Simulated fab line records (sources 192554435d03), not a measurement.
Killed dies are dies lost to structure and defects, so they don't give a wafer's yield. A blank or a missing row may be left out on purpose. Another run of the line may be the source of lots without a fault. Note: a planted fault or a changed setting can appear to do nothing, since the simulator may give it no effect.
Matching of chambers + flow n5-finfet + rie-diel-03 running N5_SDB_STRIP_21: 4 sister chambers
The step strips in CF4. 4 wafers are shown with their chamber, then 8 later ones without.

== EACH WAFER AND ITS CHAMBER ==
| wafer  | chamber | showerhead-plenum-p-Torr (Torr) |
|--------|---------|---------------------------------|
| L082.6 | 1       | 1.81                            |
| L083.1 | 0       | 1.88                            |
| L083.3 | 3       | 1.74                            |
| L088.3 | 2       | 1.75                            |

== WAFERS WHOSE CHAMBER IS MISSING ==
| wafer  | showerhead-plenum-p-Torr (Torr) |
|--------|---------------------------------|
| L088.5 | 1.75                            |
| L088.6 | 1.81                            |
| L094.3 | 1.80                            |
| L094.5 | 1.88                            |
| L094.6 | 1.80                            |
| L096.3 | 1.80                            |
| L096.4 | 1.73                            |
| L096.5 | 1.74                            |

== EACH ONE'S CHAMBER ==
| wafer  | from the rows above     | in truth |
|--------|-------------------------|----------|
| L088.5 | can't be placed: 2 or 3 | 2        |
| L088.6 | 1                       | 1        |
| L094.3 | 1                       | 1        |
| L094.5 | 0                       | 0        |
| L094.6 | 1                       | 1        |
| L096.3 | 1                       | 1        |
| L096.4 | can't be placed: 3 or 2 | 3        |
| L096.5 | can't be placed: 3 or 2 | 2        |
5 of 8 placed correctly. From these rows, 3 cannot be placed; in 3 the true chamber is one of the candidates. Placed wrongly: 0.
How it was worked out, from the rows above alone: a wafer's distance from a chamber is the root of the sum, over the readings, of the square of ((its reading less the chamber's mean) divided by the reading's scatter). If the next closest chamber is less than 2 further off than the closest, the wafer can't be placed; otherwise it belongs to the closest. For every chamber, the mean is computed from those of its wafers that are shown. The scatter: root of mean squared gap, hidden wafer to nearest shown wafer, with one shown wafer a chamber.
